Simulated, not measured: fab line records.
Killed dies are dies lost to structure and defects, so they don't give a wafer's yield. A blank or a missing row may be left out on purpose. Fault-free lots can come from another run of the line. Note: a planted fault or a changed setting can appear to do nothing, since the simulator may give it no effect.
fab line records	flow n5-finfet
record: lots: 6	wafers: 18	last-day: 17
route steps=1938 shown BEOL_M13@1711 BEOL_M14@1716 PASSIVATION@1936
lots that met no fault: taken from a fault-free run of the same line
start-h: the number of hours between the record's first day and the start of the first shown wafer of the lot	wait-h: hours since the lot's step before	" as in the row above	L1.1+2: several wafers, shown together as one row	- no value present, or no start provided	* or withheld: withheld	< > ~ a bound
route shown NAME@n: a module of which the file shows steps, and the number in the route of the first	usual: mean and standard deviation over wafers with no fault	same: alike in all rows	chamber/n: place in a boat	sites: per-site readings	_std_site: the standard deviation of these	_edge_site: inner sites' mean taken away from outer sites' mean	radius-mm: how far each site lies from the wafer's centre	mask NAME#n: copy n	behind: tool/chamber where the wafer was last shaped	hold: the reason the lot was held/the length of the hold in hours/how it ended	device: which transistor (n, p or np) failed to switch	end of line: at the end of the route, the tests of the same wafers	where a step has no rows: the recipe by itself	killed: dies that structure and defects cost at the first sort, which is not the same as the wafer's yield	map: a wafer's dies, x killed, . not, _ none there
set.NAME: the run value of the setting; set.NAME@STEP: its run value at that earlier step	model.NAME: the simulator's own value behind a step, which no gauge read
a table for each step, a row for each wafer; lots at some steps of the route
services: when a tool's chamber went out of use (start-h, in hours from the record's first day, below 0 if earlier), for how many hours, and the reason
== steps ==
step: N5_BEOL_M13_THK_MEAS_50
recipe: thk-meas-gauge: xrf	reads: Cu_of_BEOL_M13_ECD_47
usual: M13_THK: 417/7.3
lot.wafer	tool	chamber	start-h	wait-h	M13_THK[nm]
L509.2	film-metro-02	-	239.89	-	429
L509.3	"	-	"	"	415
L509.5	"	-	"	"	417
L513.4	film-metro-02	-	268.10	-	407
L513.5	"	-	"	"	414
L513.6	"	-	"	"	408
L523.1	film-metro-01	-	316.39	-	427
L523.2	"	-	"	"	422
L523.6	"	-	"	"	411
L527.3	film-metro-01	-	348.47	-	406
L527.4	"	-	"	"	410
L527.6	"	-	"	"	415
L528.1	film-metro-02	-	364.59	-	429
L528.2	"	-	"	"	414
L528.5	"	-	"	"	412
L531.1	film-metro-01	-	375.40	-	421
L531.2	"	-	"	"	422
L531.4	"	-	"	"	412
step: N5_BEOL_M13_PRE_CLEAN_52
recipe: gas: NH3	time-s: 15	temp-c: withheld	rf-power-w: 300
step: N5_BEOL_M13_DEP_53
recipe: material: SiCN	target-thk-a: 500	temp-c: withheld	precursor: 3MS/NH3	pressure-torr: 3	rf-w: 675	time-s: 17.8
usual: showerhead-plenum-p-Torr: 4.151/0.021	throttle-valve-pct: 17.9/0.59
same: time-s: 17.8
lot.wafer	tool	chamber	start-h	wait-h	showerhead-plenum-p-Torr	throttle-valve-pct
L509.2	pecvd-04	2	239.95	0.0	4.172	17.1
L509.3	"	0	"	"	4.126	18.3
L509.5	"	1	"	"	4.188	18.0
L513.4	pecvd-04	0	268.18	0.0	4.133	18.3
L513.5	"	1	"	"	4.197	17.5
L513.6	"	2	"	"	4.154	17.1
L523.1	pecvd-04	2	316.47	0.0	4.174	17.5
L523.2	"	0	"	"	4.132	18.5
L523.6	"	0	"	"	4.126	18.3
L527.3	pecvd-01	0	348.53	0.0	4.145	17.6
L527.4	"	1	"	"	4.142	18.9
L527.6	"	2	"	"	4.160	17.8
L528.1	pecvd-01	0	364.66	0.0	4.145	18.1
L528.2	"	2	"	"	4.161	17.9
L528.5	"	0	"	"	4.140	17.6
L531.1	pecvd-04	0	375.46	0.0	4.137	18.3
L531.2	"	1	"	"	4.187	17.8
L531.4	"	0	"	"	4.136	18.4
step: N5_BEOL_M13_RS_MEAS_54
recipe: thk-meas-gauge: four-point-probe	reads: Cu_of_BEOL_M13_ECD_47+Ta_of_BEOL_M13_SPUTTER_44+TaN_of_BEOL_M13_SPUTTER_43
usual: M13_RS: 0.0450/0.00074
lot.wafer	tool	chamber	start-h	wait-h	M13_RS[ohm/sq]
L509.2	film-metro-01	-	240.01	0.1	0.0439
L509.3	"	-	"	"	0.0453
L509.5	"	-	"	"	0.0451
L513.4	film-metro-01	-	268.23	0.0	0.0458
L513.5	"	-	"	"	0.0449
L513.6	"	-	"	"	0.0455
L523.1	film-metro-01	-	316.55	0.1	0.0444
L523.2	"	-	"	"	0.0446
L523.6	"	-	"	"	0.0458
L527.3	film-metro-02	-	348.59	0.1	0.0462
L527.4	"	-	"	"	0.0459
L527.6	"	-	"	"	0.0454
L528.1	film-metro-02	-	364.72	0.0	0.0438
L528.2	"	-	"	"	0.0452
L528.5	"	-	"	"	0.0456
L531.1	film-metro-01	-	375.53	0.0	0.0452
L531.2	"	-	"	"	0.0449
L531.4	"	-	"	"	0.0460
step: N5_BEOL_M13_INSPECT_55
recipe: inspect-instrument: darkfield	mode: post-dep
usual: raw-defect-count: 81/29
lot.wafer	tool	chamber	start-h	wait-h	raw-defect-count
L509.2	defect-inspect-01	-	240.04	0.0	75
L509.3	"	-	"	"	87
L509.5	"	-	"	"	48
L513.4	defect-inspect-02	-	268.26	0.0	87
L513.5	"	-	"	"	71
L513.6	"	-	"	"	101
L523.1	defect-inspect-02	-	316.58	0.0	57
L523.2	"	-	"	"	36
L523.6	"	-	"	"	85
L527.3	defect-inspect-01	-	348.62	0.0	39
L527.4	"	-	"	"	80
L527.6	"	-	"	"	70
L528.1	defect-inspect-02	-	364.75	0.0	151
L528.2	"	-	"	"	134
L528.5	"	-	"	"	138
L531.1	defect-inspect-02	-	375.56	0.0	56
L531.2	"	-	"	"	73
L531.4	"	-	"	"	101
step: N5_BEOL_M14_ILD_DEP_00
recipe: material: SiO2	target-thk-a: 11193	temp-c: 400	precursor: TEOS/O2	pressure-torr: 6.5	rf-w: 900	teos-flow-sccm: 161.4	gas: O2	flow-sccm: 2650	time-s: 237.4
usual: heater-power-w: 543/88	showerhead-plenum-p-Torr: 8.331/0.023	throttle-valve-pct: 18.5/0.64
same: time-s: 237.4
lot.wafer	tool	chamber	start-h	wait-h	heater-power-w	showerhead-plenum-p-Torr	throttle-valve-pct
L509.2	pecvd-02	0	240.08	0.0	666	8.343	17.6
L509.3	"	1	"	"	534	8.344	18.9
L509.5	"	2	"	"	613	8.342	17.6
L513.4	pecvd-02	1	268.37	0.1	572	8.323	18.9
L513.5	"	0	"	"	662	8.366	17.9
L513.6	"	2	"	"	453	8.319	17.9
L523.1	pecvd-02	2	316.61	0.0	570	8.330	17.5
L523.2	"	1	"	"	550	8.328	19.2
L523.6	"	0	"	"	523	8.353	17.9
L527.3	pecvd-01	2	348.66	0.0	470	8.340	18.6
L527.4	"	1	"	"	705	8.316	19.8
L527.6	"	2	"	"	520	8.341	18.2
L528.1	pecvd-03	2	364.79	0.0	449	8.291	17.3
L528.2	"	0	"	"	507	8.333	18.4
L528.5	"	0	"	"	546	8.318	18.1
L531.1	pecvd-02	2	375.59	0.0	538	8.340	18.0
L531.2	"	1	"	"	459	8.348	18.9
L531.4	"	1	"	"	517	8.341	18.8
step: N5_BEOL_M14_THK_MEAS_01
recipe: reads: SiO2_of_BEOL_M14_ILD_DEP_00
usual: M14_ILD_THK: 1117/15
lot.wafer	tool	chamber	start-h	wait-h	M14_ILD_THK[nm]
L509.2	film-metro-01	-	240.27	0.1	1097
L509.3	"	-	"	"	1118
L509.5	"	-	"	"	1135
L513.4	film-metro-02	-	268.48	0.0	1123
L513.5	"	-	"	"	1125
L513.6	"	-	"	"	1133
L523.1	film-metro-02	-	316.80	0.1	1120
L523.2	"	-	"	"	1102
L523.6	"	-	"	"	1106
L527.3	film-metro-02	-	348.85	0.1	1103
L527.4	"	-	"	"	1132
L527.6	"	-	"	"	1108
L528.1	film-metro-02	-	364.97	0.1	1095
L528.2	"	-	"	"	1099
L528.5	"	-	"	"	1099
L531.1	film-metro-02	-	375.86	0.2	1119
L531.2	"	-	"	"	1113
L531.4	"	-	"	"	1112
step: N5_BEOL_M14_COAT_58
recipe: resist: BARC	temp-c: 205	time-s: 60	spin-rpm: 1500	resist-thk-nm: 89
step: N5_BEOL_M14_COAT_04
recipe: spin-rpm: 1704	resist-thk-nm: 800
step: N5_BEOL_M14_EBR_06
recipe: solvent: PGMEA	ebr-width-mm: 1.5
step: N5_BEOL_M14_SOFTBAKE_05
recipe: temp-c: 130	time-s: 60
step: N5_BEOL_M14_EXPOSE_07
recipe: mask-id: V13	na: 0.8	source-shape: annular	sigma-inner: 0.5	sigma-outer: 0.8	polarization: unpolarized	attpsm-phase-deg: 180	dose-mj: 57
step: N5_BEOL_M14_PEB_08
recipe: peb-temp-c: 130	peb-time-s: 90
usual: heater-power-total-W: 172.4/0.74	plate-temp-C: 130.00/0.14
lot.wafer	tool	chamber	start-h	wait-h	heater-power-total-W	plate-temp-C
L509.2	litho-track-01	0	240.58	0.0	172.4	130.07
L509.3	"	0	"	"	172.6	130.00
L509.5	"	0	"	"	172.5	129.91
L513.4	litho-track-03	0	268.80	0.0	171.1	129.90
L513.5	"	0	"	"	172.4	129.80
L513.6	"	0	"	"	172.1	129.87
L523.1	litho-track-01	0	317.12	0.1	176.5	131.84
L523.2	"	0	"	"	176.6	131.68
L523.6	"	0	"	"	176.8	131.95
L527.3	litho-track-01	0	349.04	0.0	176.8	131.85
L527.4	"	0	"	"	175.1	131.71
L527.6	"	0	"	"	175.8	131.89
L528.1	litho-track-03	0	365.17	0.1	172.0	129.86
L528.2	"	0	"	"	173.9	129.88
L528.5	"	0	"	"	172.1	129.88
L531.1	litho-track-02	0	376.05	0.1	173.8	129.80
L531.2	"	0	"	"	171.7	129.68
L531.4	"	0	"	"	172.3	129.87
step: N5_BEOL_M14_DEVELOP_09
recipe: develop-time-s: 45	rinse-liquid: diw	dry: air-spin	dev-temp-c: 21
step: N5_BEOL_M14_HARDBAKE_14
recipe: temp-c: 130	time-s: 120
step: N5_BEOL_M14_CD_MEAS_10
recipe: target-cd-nm: 250	landing-energy-ev: 500	detector: se-inlens	polarity: opening
usual: cd-nm: 249.6/1.7
lot.wafer	tool	chamber	start-h	wait-h	cd-nm
L509.2	cd-sem-02	0	240.70	-	248.9
L509.3	"	0	"	"	246.1
L509.5	"	0	"	"	249.9
L513.4	cd-sem-01	0	268.92	-	250.1
L513.5	"	0	"	"	251.4
L513.6	"	0	"	"	251.1
L523.1	cd-sem-01	0	317.23	-	258.2
L523.2	"	0	"	"	256.6
L523.6	"	0	"	"	258.7
L527.3	cd-sem-02	0	349.15	-	260.3
L527.4	"	0	"	"	258.6
L527.6	"	0	"	"	257.1
L528.1	cd-sem-02	0	365.28	-	248.0
L528.2	"	0	"	"	250.7
L528.5	"	0	"	"	248.9
L531.1	cd-sem-02	0	376.17	-	251.8
L531.2	"	0	"	"	250.2
L531.4	"	0	"	"	250.7
step: N5_BEOL_M14_OVL_MEAS_11
recipe: points-per-wafer: 44
usual: V13_OVL: 1/4.8
lot.wafer	tool	chamber	start-h	wait-h	V13_OVL[nm]
L509.2	overlay-01	0	240.73	0.0	5
L509.3	"	0	"	"	7
L509.5	"	0	"	"	4
L513.4	overlay-01	0	268.94	0.0	0
L513.5	"	0	"	"	2
L513.6	"	0	"	"	8
L523.1	overlay-01	0	317.26	0.0	-4
L523.2	"	0	"	"	-3
L523.6	"	0	"	"	-6
L527.3	overlay-02	0	349.18	0.0	7
L527.4	"	0	"	"	3
L527.6	"	0	"	"	6
L528.1	overlay-01	0	365.31	0.0	-1
L528.2	"	0	"	"	6
L528.5	"	0	"	"	10
L531.1	overlay-01	0	376.20	0.0	-5
L531.2	"	0	"	"	4
L531.4	"	0	"	"	0
step: N5_PASSIVATION_PROBE_49
usual: defect-limited-yield: 91.3/1.5	killed_at_M0_to_M3: 35/10	killed_at_M4_up: 12/4.6	killed-at-contacts: 13/6.6	killed-at-front-end: 39/11	killed-at-other: 4/3.4	killed-dies: 103/17	killed-open: 67/13	killed-short: 35/8.2	sort_bin_5_function: 5.1/0.94	sort_bin_6_memory: 3.2/0.7	sort-n-pass: 1077/17	sort-yield-pct: 91.3/1.5
same: gross-dies: 1180	killed-at-back-side: 0	sort_bin_4_leakage[%]: 0	sort_bin_8_speed[%]: 0
lot.wafer	tool	chamber	start-h	wait-h	defect-limited-yield[%]	killed_at_M0_to_M3	killed_at_M4_up	killed-at-contacts	killed-at-front-end	killed-at-other	killed-dies	killed-open	killed-short	sort_bin_5_function[%]	sort_bin_6_memory[%]	sort-n-pass	sort-yield-pct[%]
L523.1	prober-02	-	347.07	0.0	90.1	50	17	10	39	1	117	77	39	6.2	3.3	1063	90.1
L523.2	prober-02	-	347.12	0.1	91.1	36	9	13	47	0	105	74	29	5.8	2.7	1075	91.1
L523.6	prober-02	-	347.32	0.3	90.9	26	19	13	46	3	107	66	40	5.3	3.3	1073	90.9
killed by level:class
L523.1 BEOL_M2:geometric-particle:open=12 BEOL_M0_SAQP:geometric-particle:short=12 BEOL_M0_SAQP:geometric-particle:open=9 FIN_SAQP:geometric-particle:open=8 MOL_CONTACT_COAG:geometric-particle:open=8 FIN_SAQP:geometric-particle:short=6 DUMMY_GATE:geometric-particle:open=6 BEOL_M1:geometric-particle:open=5
L523.2 BEOL_M2:geometric-particle:open=13 STI_FIN_REVEAL:geometric-particle:open=11 MOL_CONTACT_COAG:geometric-particle:open=11 FIN_SAQP:geometric-particle:short=8 BEOL_M3:geometric-particle:open=7 FIN_SAQP:geometric-particle:open=6 BEOL_M0_SAQP:geometric-particle:open=5 BEOL_M0_SAQP:geometric-particle:short=4
L523.6 FIN_SAQP:geometric-particle:short=12 STI_FIN_REVEAL:geometric-particle:open=8 MOL_CONTACT_COAG:geometric-particle:open=8 FIN_SAQP:geometric-particle:open=7 FIN_CUT:geometric-particle:open=6 BEOL_M5:geometric-particle:open=6 MOL_CONTACT_COAG:geometric-particle:short=5 BEOL_M0_SAQP:geometric-particle:short=5
== services ==
tool	chamber	start-h	hours	kind
litho-track-02	-	217.19	-	consumable-replace:filter
pecvd-04	2	218.71	5.5	scheduled-down
pecvd-02	1	220.64	5.0	repair
pecvd-01	-	246.76	2.8	pm
litho-track-02	-	250.54	-	consumable-replace:filter
pecvd-01	0	274.91	19.8	repair
pecvd-04	1	311.01	5.5	scheduled-down
pecvd-03	1	312.99	7.4	repair
pecvd-02	-	316.90	14.6	pm
pecvd-04	-	324.94	0.9	repair
pecvd-01	0	335.00	5.5	scheduled-down
pecvd-01	-	339.16	6.0	pm
litho-track-02	-	374.22	-	consumable-replace:filter
== key ==
first-sign: step: N5_BEOL_M14_PEB_08	reading: plate-temp-C	direction: up	sigmas: 13	usual: *	struck: *
effect: step: N5_BEOL_M14_PEB_08	reading: heater-power-total-W	direction: up	sigmas: 5.2	usual: *	struck: *
effect: step: N5_BEOL_M14_CD_MEAS_10	reading: cd-nm	direction: up	sigmas: 5.1	usual: 249.6	struck: 258.3
met-at N5_BEOL_M14_PEB_08
struck-wafers L523.1,L523.2,L523.6,L527.3,L527.4,L527.6
onset-between 240.58 317.12
fault: kind: process-parameter-drift	tool: litho-track-01	chamber: -	onset-h: 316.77	steps: N5_BEOL_M14_PEB_08	channel: peb-temp-c	offset: *	shape: step	end-h: 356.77	acts-in: *	stated: *
